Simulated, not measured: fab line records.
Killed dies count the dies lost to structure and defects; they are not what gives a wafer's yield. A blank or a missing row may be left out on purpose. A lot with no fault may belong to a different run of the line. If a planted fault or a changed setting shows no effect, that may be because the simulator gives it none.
A lot that was struck, set against a sound lot ; flow n5_finfet ; 26 out of 1938 route steps
Sound: the wafers L620.1, L620.3, L620.6. Struck: wafers L616.2, L616.4, L616.6. At the end, the cause is stated.
Per side, at each step with rows, come the tool, then ch with its chambers, and then its first start. Under that, the readings that differ: sound wafers ; struck wafers ; difference of the means ; sigmas: that difference in standard deviations of wafers without a fault.
alike: readings whose means differ by less than 2 such deviations, and words and numbers that are the same on both sides. not compared: withheld readings, readings that some wafer has no value for, bounds like >300 that may hide the same value, and numbers for which the record gives no deviation and whose values overlap.
The two part at a step that has a row with sigmas, a row that says differs or no value, or rows on one side only. Non-overlapping numbers with no deviation appear without sigmas and do not part them. A reading that every wafer of one side lacks parts them only if that side has two wafers or more.

first, 11 steps without rows for these wafers: N5_BEOL_M13_ETCH_59 (etches BARC in N2/H2, target depth 89 nm, overetch 26.7 nm, time 67.9 s); N5_BEOL_M13_VIA_ETCH_16 (etches SiOC in C4F8/O2/Ar, target depth 921.7 nm); N5_BEOL_M13_STRIP_63 (strips in N2/H2); N5_BEOL_M13_STRIP_64 (strips in N2/H2); N5_BEOL_M13_STRIP_71 (strips in post etch residue remover, time 60 s); N5_BEOL_M13_SRD_72 (time 30 s, dry time 30 s); N5_BEOL_M13_COAT_65 (time 60 s, resist thk 350 nm); N5_BEOL_M13_COAT_66 (time 60 s, resist thk 110 nm); N5_BEOL_M13_COAT_22 (resist thk 300 nm); N5_BEOL_M13_EBR_24; N5_BEOL_M13_SOFTBAKE_23 (time 60 s).
N5_BEOL_M13_EXPOSE_25: exposes mask M13, target cd 210 nm.
  sound on krf_scanner-01 ch 0, day 16 08:20; struck on krf_scanner-02 ch 0, day 15 13:09
reading;sound;struck;difference;sigmas
exposure_dose_mJ_cm2;21.980 21.954 21.957;24.218 24.239 24.270;+2.279;+99 or more
  alike: mask, focus_offset_nm
then, 3 steps without rows for these wafers: N5_BEOL_M13_PEB_26 (peb time 90 s); N5_BEOL_M13_DEVELOP_27 (develop time 45 s); N5_BEOL_M13_HARDBAKE_32 (time 120 s).
N5_BEOL_M13_CD_MEAS_28: target cd 209.5 nm.
  sound on cd_sem-01 ch 0, day 16 08:30; struck on cd_sem-03 ch 0, day 15 13:19
reading;sound;struck;difference;sigmas
cd_nm (nm);208.4 209.4 209.8;217.7 217.1 218.9;+8.7;+9
N5_BEOL_M13_DESCUM_33: chemistry O2, time 7.9 s.
  sound on rie_diel-04 ch 0,2, day 16 08:35; struck on rie_diel-06 ch 1,2, day 15 13:24
reading;sound;struck;difference;sigmas
drypump_motor_current_A (A);6.1 6.4 6.4;5.3 5.5 5.3;-0.9;-2
model.BEOL_M13.cd_nm (nm);208.4 209.6 209.4;217.6 217.2 219;+8.8;
  alike: oes_product_au, rf_vpp_V, showerhead_plenum_p_Torr, throttle_valve_pct
  not compared: rf_hours_counter_h
then, 6 steps without rows for these wafers: N5_BEOL_M13_ETCH_67 (etches SiARC in CF4, target depth 143 nm, time 238.3 s); N5_BEOL_M13_ETCH_68 (etches SOC in N2/H2, time 355 s); N5_BEOL_M13_STRIP_69 (strips in N2/H2); N5_BEOL_M13_TRENCH_ETCH_34 (etches SiOC in C4F8/O2/Ar, target depth 413.47 nm, time 162.6 s); N5_BEOL_M13_STRIP_70 (strips in C4F8/O2/Ar); N5_BEOL_M13_STRIP_37 (strips in N2/H2).
N5_BEOL_M13_ETCH_38: etches SiCN in CF4/N2, target depth 67.5 nm, time 71.9 s.
  sound on rie_diel-06 ch 0,1, day 16 09:23; struck on rie_diel-03 ch 1,2,3, day 15 14:06
reading;sound;struck;difference;sigmas
model.BEOL_M13.cd_nm (nm);208.4 211 211.2;216.6 216.8 218.2;+7.0;
  alike: drypump_motor_current_A, oes_product_au, rf_vpp_V, showerhead_plenum_p_Torr, throttle_valve_pct
  not compared: rf_hours_counter_h
then, 1 step without rows for these wafers: N5_BEOL_M13_PRECLEAN_39 (cleans in residue remover, time 60 s).
N5_PASSIVATION_PROBE_49:
  sound on prober-01, day 17 16:04; struck on prober-01, day 17 03:15
  alike: defect_limited_yield, killed_at_M0_to_M3, killed_at_M4_up, killed_at_contacts, killed_at_front_end, killed_at_other, killed_dies, killed_on_rim, killed_open, killed_short, sort_bin_5_function, sort_bin_6_memory, sort_n_pass, sort_yield_pct

== WHERE THEY PART ==
Last at N5_BEOL_M13_DESCUM_33 as far as this record goes, first at N5_BEOL_M13_EXPOSE_25. Later steps at which nothing parts them and some readings are alike: N5_BEOL_M13_ETCH_38, N5_PASSIVATION_PROBE_49.

WHY: the cause the simulator had injected
Process parameter drift: krf_scanner-02, from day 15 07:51 on, at N5_BEOL_M13_EXPOSE_25. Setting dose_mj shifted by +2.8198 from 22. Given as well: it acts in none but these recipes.
